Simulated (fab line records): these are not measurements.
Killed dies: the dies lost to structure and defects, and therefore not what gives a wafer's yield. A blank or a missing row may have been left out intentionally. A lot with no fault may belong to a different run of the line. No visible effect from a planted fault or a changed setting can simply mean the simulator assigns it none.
Matching of chambers :: flow n5_finfet :: 4 sister chambers for N5_BEOL_M0_SAQP_ETCH_88 on rie_diel-01
The step etches underlayer in N2/H2, target depth 6.5 nm, time 5.2 s. 8 wafers are shown with their chamber, then 7 later ones without.

## WAFERS, EACH WITH ITS CHAMBER
wafer: L081.1
chamber: 3
drypump_motor_current_A (A): 4.9
throttle_valve_pct (%): 17.85

wafer: L083.1
chamber: 2
drypump_motor_current_A (A): 6.4
throttle_valve_pct (%): 18.27

wafer: L083.2
chamber: 0
drypump_motor_current_A (A): 6.0
throttle_valve_pct (%): 18.05

wafer: L083.4
chamber: 3
drypump_motor_current_A (A): 4.9
throttle_valve_pct (%): 17.85

wafer: L086.2
chamber: 2
drypump_motor_current_A (A): 6.3
throttle_valve_pct (%): 18.31

wafer: L086.4
chamber: 1
drypump_motor_current_A (A): 5.8
throttle_valve_pct (%): 17.54

wafer: L087.2
chamber: 0
drypump_motor_current_A (A): 6.0
throttle_valve_pct (%): 18.08

wafer: L087.5
chamber: 1
drypump_motor_current_A (A): 5.8
throttle_valve_pct (%): 17.56

## WAFERS WHOSE CHAMBER IS MISSING
wafer: L087.6
drypump_motor_current_A (A): 6.0
throttle_valve_pct (%): 18.09

wafer: L090.1
drypump_motor_current_A (A): 5.8
throttle_valve_pct (%): 17.56

wafer: L090.3
drypump_motor_current_A (A): 4.9
throttle_valve_pct (%): 17.43

wafer: L090.6
drypump_motor_current_A (A): 6.4
throttle_valve_pct (%): 18.32

wafer: L092.1
drypump_motor_current_A (A): 6.4
throttle_valve_pct (%): 18.35

wafer: L092.4
drypump_motor_current_A (A): 6.4
throttle_valve_pct (%): 18.33

wafer: L092.6
drypump_motor_current_A (A): 5.8
throttle_valve_pct (%): 17.57

## WHICH CHAMBER EACH WENT THROUGH
wafer: L087.6
from the rows above: 0
in truth: 0

wafer: L090.1
from the rows above: 1
in truth: 1

wafer: L090.3
from the rows above: 3
in truth: 3

wafer: L090.6
from the rows above: 2
in truth: 2

wafer: L092.1
from the rows above: 2
in truth: 2

wafer: L092.4
from the rows above: 2
in truth: 2

wafer: L092.6
from the rows above: 1
in truth: 1
Correct placement for 7 of the 7. Number that these rows cannot place: 0. Placed wrongly: 0.
How it was worked out, from the rows above alone: a wafer's distance from a chamber is the root of the sum, over the readings, of the square of ((its reading less the chamber's mean) divided by the reading's scatter). The wafer belongs to the nearest chamber; if the next one is less than 2 further off, it can't be placed. A chamber's mean is the mean of its shown wafers. How the scatter is found: for the shown wafers, subtract from each reading the mean of its chamber, square and add these, divide the total by (wafers less chambers), then take the root.
